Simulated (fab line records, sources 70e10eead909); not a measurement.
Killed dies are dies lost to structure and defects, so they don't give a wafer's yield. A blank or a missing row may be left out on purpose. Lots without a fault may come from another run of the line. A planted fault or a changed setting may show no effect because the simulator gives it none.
fab line records | flow nand_harc | part 2 of 2: steps 33 to 46 of 46
record lots=5 wafers=15 last_day=33
route steps=1302 shown P_ZERO_WELL@14
lots that met no fault: from a run of the same line without faults
start_h: hours from the record's first day to the start of the lot's first wafer shown | wait_h: hours since the lot's step before | " the same as in the row above | L1.1+2: a row that stands for several wafers | - no value, or no start given | * or withheld: withheld | < > ~ a bound
route shown NAME@n: a module of which the file shows steps, and the number in the route of the first | usual: mean/standard deviation of fault-free wafers | same: alike in all rows | chamber/n: place in a boat | sites: the reading at each site | _std_site: their standard deviation | _edge_site: outer sites' mean less inner sites' | radius_mm: how far each site lies from the wafer's centre | mask NAME#n: copy n | behind: the tool/chamber that last shaped the wafer | hold: why the lot was held/for how many hours/how that ended | device: the transistor (n, p or np) that didn't switch | end of line: the same wafers' tests at the end of the route | a step without rows: its recipe alone | killed: dies lost to structure and defects at the first sort, not the wafer's yield | map: a wafer's dies, x killed, . not, _ none there
set.NAME: the setting as run; set.NAME@STEP: as run at that earlier step | model.NAME: the simulator's own value behind a step, which no gauge read
lots at some steps of the route; a table a step, a row a wafer
services: from which hour (start_h, from the record's first day; less than 0 if before it) a tool's chamber was out of use, for how many hours, and why
## steps
# step NHARC_P_ZERO_WELL_DESCUM_39
# recipe time_s=3 o2_flow_sccm=200 ar_flow_sccm=0 bias_power_w=0 chemistry=O2
# usual drypump_motor_current_A=5.8/0.56 oes_product_au=1.001/0.013 rf_vpp_V=57.7/0.83 showerhead_plenum_p_Torr=1.90/0.075 throttle_valve_pct=11.310/0.0086
# columns lot.wafer tool chamber start_h wait_h drypump_motor_current_A oes_product_au rf_hours_counter_h rf_vpp_V showerhead_plenum_p_Torr throttle_valve_pct
L076.4 rie_diel-12 1 44.36 - 6.1 1.015 34 57.3 1.90 11.312
L076.2 " 2 " " 5.9 0.990 42 57.2 1.91 11.328
L076.3 " 3 " " 5.4 0.991 32 57.9 1.92 11.303
L080.2 rie_diel-09 3 84.14 - 6.6 0.982 39 58.3 2.02 11.315
L080.1 " 0 " " 5.3 0.985 37 57.3 1.95 11.304
L080.5 " 2 " " 5.5 1.002 - 58.1 1.98 11.327
L088.2 rie_diel-12 2 164.54 - 5.8 1.002 17 56.5 1.90 11.305
L088.5 " 3 " " 5.4 0.988 - 56.6 1.91 11.305
L088.6 " 0 " " 6.7 1.000 - 57.5 1.82 11.318
L095.2 rie_diel-02 3 234.59 - 6.0 1.007 4 57.7 1.84 11.301
L095.6 " 3 " " 6.0 1.007 - 57.0 1.84 11.306
L095.5 " 0 " " 5.6 1.003 - 58.1 1.79 11.308
L097.4 rie_diel-02 1 254.65 - 6.1 1.006 11 57.6 1.82 11.317
L097.3 " 2 " " 4.7 0.995 10 58.7 1.89 11.311
L097.2 " 3 " " 6.0 1.002 12 56.5 1.84 11.332
# step NHARC_P_ZERO_WELL_IMPLANT_40
# recipe energy_kev=300 dose_cm2=1e+13 tilt_deg=7
# usual tilt_deg=7.004/0.019
# columns lot.wafer tool chamber start_h wait_h tilt_deg
L076.2 implanter-02 0 44.52 0.1 7.021
L076.3 " 0 " " 6.981
L076.4 " 0 " " 7.013
L080.1 implanter-02 0 84.27 0.1 7.023
L080.2 " 0 " " 7.025
L080.5 " 0 " " 6.998
L088.2 implanter-01 0 164.68 0.1 6.983
L088.5 " 0 " " 7.009
L088.6 " 0 " " 7.011
L095.2 implanter-01 0 234.77 0.2 7.012
L095.5 " 0 " " 7.014
L095.6 " 0 " " 7.002
L097.2 implanter-02 0 254.81 0.1 6.970
L097.3 " 0 " " 6.981
L097.4 " 0 " " 7.024
# step NHARC_P_ZERO_WELL_IMPLANT_59
# recipe energy_kev=120 dose_cm2=5e+12 tilt_deg=7
# usual tilt_deg=7.002/0.019
# columns lot.wafer tool chamber start_h wait_h tilt_deg
L076.2 implanter-02 0 44.70 0.1 7.001
L076.3 " 0 " " 6.991
L076.4 " 0 " " 7.006
L080.1 implanter-02 0 84.45 0.1 6.992
L080.2 " 0 " " 7.011
L080.5 " 0 " " 6.977
L088.2 implanter-01 0 164.87 0.2 7.024
L088.5 " 0 " " 7.012
L088.6 " 0 " " 7.023
L095.2 implanter-01 0 234.95 0.1 7.021
L095.5 " 0 " " 7.014
L095.6 " 0 " " 6.987
L097.2 implanter-02 0 254.99 0.1 6.995
L097.3 " 0 " " 6.990
L097.4 " 0 " " 7.023
# step NHARC_P_ZERO_WELL_IMPLANT_60
# recipe energy_kev=30 dose_cm2=2e+12 tilt_deg=7
# usual tilt_deg=7.004/0.018
# columns lot.wafer tool chamber start_h wait_h tilt_deg
L076.2 implanter-02 0 44.88 0.1 7.021
L076.3 " 0 " " 7.013
L076.4 " 0 " " 7.011
L080.1 implanter-02 0 84.63 0.1 7.029
L080.2 " 0 " " 7.014
L080.5 " 0 " " 7.041
L088.2 implanter-01 0 165.05 0.2 7.003
L088.5 " 0 " " 6.983
L088.6 " 0 " " 7.002
L095.2 implanter-01 0 235.13 0.2 6.997
L095.5 " 0 " " 7.001
L095.6 " 0 " " 7.007
L097.2 implanter-02 0 255.17 0.1 7.009
L097.3 " 0 " " 6.980
L097.4 " 0 " " 6.988
# step NHARC_P_ZERO_WELL_STRIP_41
# recipe time_s=840 temp_c=130 chemistry=SPM
# columns lot.wafer tool chamber start_h wait_h
L076.3+2+4 wet_bench-09 4,5,7 45.06 0.1
L080.2+5+1 wet_bench-04 1,3,4 84.86 0.2
L088.6+2+5 wet_bench-02 6,1,3 165.23 0.0
L095.2+5+6 wet_bench-04 7,0,3 235.32 0.2
L097.4+2+3 wet_bench-02 7,0,3 255.36 0.1
# step NHARC_P_ZERO_WELL_DEHYDRATE_44
# recipe temp_c=150 time_s=120
# columns lot.wafer tool chamber start_h wait_h
L076.2+3+4 litho_track-07 0 45.39 -
L080.1+2+5 litho_track-07 0 85.17 -
L088.2+5+6 litho_track-05 0 165.56 -
L095.2+5+6 litho_track-03 0 235.64 -
L097.2+3+4 litho_track-05 0 255.68 -
# step NHARC_P_ZERO_WELL_HMDS_45
# recipe time_s=30
# columns lot.wafer tool chamber start_h wait_h
L076.2+3+4 litho_track-07 0 - -
L080.1+2+5 litho_track-07 0 - -
L088.2+5+6 litho_track-05 0 - -
L095.2+5+6 litho_track-03 0 - -
L097.2+3+4 litho_track-05 0 - -
# step NHARC_P_ZERO_WELL_COAT_46
# recipe spin_rpm=withheld
# columns lot.wafer tool chamber start_h wait_h
L076.2+3+4 litho_track-07 0 - -
L080.1+2+5 litho_track-07 0 - -
L088.2+5+6 litho_track-05 0 - -
L095.2+5+6 litho_track-03 0 - -
L097.2+3+4 litho_track-05 0 - -
# step NHARC_P_ZERO_WELL_SOFTBAKE_47
# recipe temp_c=122 time_s=95
# columns lot.wafer tool chamber start_h wait_h
L076.2+3+4 litho_track-07 0 - -
L080.1+2+5 litho_track-07 0 - -
L088.2+5+6 litho_track-05 0 - -
L095.2+5+6 litho_track-03 0 - -
L097.2+3+4 litho_track-05 0 - -
# step NHARC_P_ZERO_WELL_EBR_48
# columns lot.wafer tool chamber start_h wait_h
L076.2+3+4 litho_track-07 0 - -
L080.1+2+5 litho_track-07 0 - -
L088.2+5+6 litho_track-05 0 - -
L095.2+5+6 litho_track-03 0 - -
L097.2+3+4 litho_track-05 0 - -
# step NHARC_P_ZERO_WELL_EXPOSE_49
# recipe na=0.6 target_cd_nm=2000 dose_mj=22.64 mask_id=P_HVPW
# columns lot.wafer tool chamber start_h wait_h mask
L076.2+3+4 krf_scanner-04 0 45.54 - P_HVPW#0
L080.1+2+5 krf_scanner-01 0 85.44 - P_HVPW#0
L088.2+5+6 krf_scanner-04 0 165.84 - P_HVPW#0
L095.2+5+6 krf_scanner-04 0 235.92 - P_HVPW#0
L097.2+3+4 krf_scanner-04 0 255.96 - P_HVPW#0
# step NHARC_P_ZERO_WELL_PEB_50
# recipe peb_temp_c=118 peb_time_s=85
# columns lot.wafer tool chamber start_h wait_h
L076.2+3+4 litho_track-03 0 45.60 0.1
L080.1+2+5 litho_track-05 0 85.51 0.1
L088.2+5+6 litho_track-03 0 165.90 0.1
L095.2+5+6 litho_track-03 0 235.98 0.1
L097.2+3+4 litho_track-03 0 256.02 0.1
# step NHARC_P_ZERO_WELL_DEVELOP_51
# recipe time_s=70
# columns lot.wafer tool chamber start_h wait_h
L076.2+3+4 litho_track-03 0 - -
L080.1+2+5 litho_track-05 0 - -
L088.2+5+6 litho_track-03 0 - -
L095.2+5+6 litho_track-03 0 - -
L097.2+3+4 litho_track-03 0 - -
# step NHARC_P_ZERO_WELL_CD_MEAS_52
# recipe target_cd_nm=2000 landing_energy_ev=500
# usual cd_nm=1999.7/2.3
# columns lot.wafer tool chamber start_h wait_h cd_nm
L076.2 cd_sem-01 0 45.70 - 2002.9
L076.3 " 0 " " 1999.8
L076.4 " 0 " " 1996.9
L080.1 cd_sem-02 0 85.60 - 2001.6
L080.2 " 0 " " 1999.8
L080.5 " 0 " " 1999.1
L088.2 cd_sem-01 0 165.99 - 2004.1
L088.5 " 0 " " 2002.4
L088.6 " 0 " " 2000.6
L095.2 cd_sem-01 0 236.07 - 2000.4
L095.5 " 0 " " 2001.4
L095.6 " 0 " " 2001.8
L097.2 cd_sem-02 0 256.11 - 1998.0
L097.3 " 0 " " 1998.2
L097.4 " 0 " " 1997.7
## services
# columns tool chamber start_h hours kind
krf_scanner-01 - 26.48 2.4 repair
krf_scanner-03 - 33.93 0.3 repair
rie_diel-02 - 39.70 9.0 pm
krf_scanner-03 - 52.00 4.0 pm
rie_diel-02 0 56.95 7.7 repair
litho_track-07 - 76.00 7.0 pm
krf_scanner-03 - 76.91 1.2 repair
wet_bench-02 - 83.06 8.0 pm
litho_track-03 - 100.00 7.0 pm
rie_diel-09 1 105.40 6.4 repair
krf_scanner-01 - 122.71 1.1 repair
litho_track-05 - 124.00 7.0 pm
krf_scanner-01 - 140.00 4.0 pm
rie_diel-09 - 143.19 9.0 pm
implanter-02 - 146.08 13.0 pm
wet_bench-09 - 154.44 1.0 repair
implanter-02 - 174.52 2.1 repair
wet_bench-09 - 176.80 8.0 pm
krf_scanner-04 - 182.00 4.0 pm
rie_diel-02 3 189.49 5.3 repair
rie_diel-09 1 198.29 6.4 repair
wet_bench-02 - 202.47 2.6 repair
rie_diel-02 - 217.09 9.0 pm
litho_track-07 - 251.00 7.0 pm
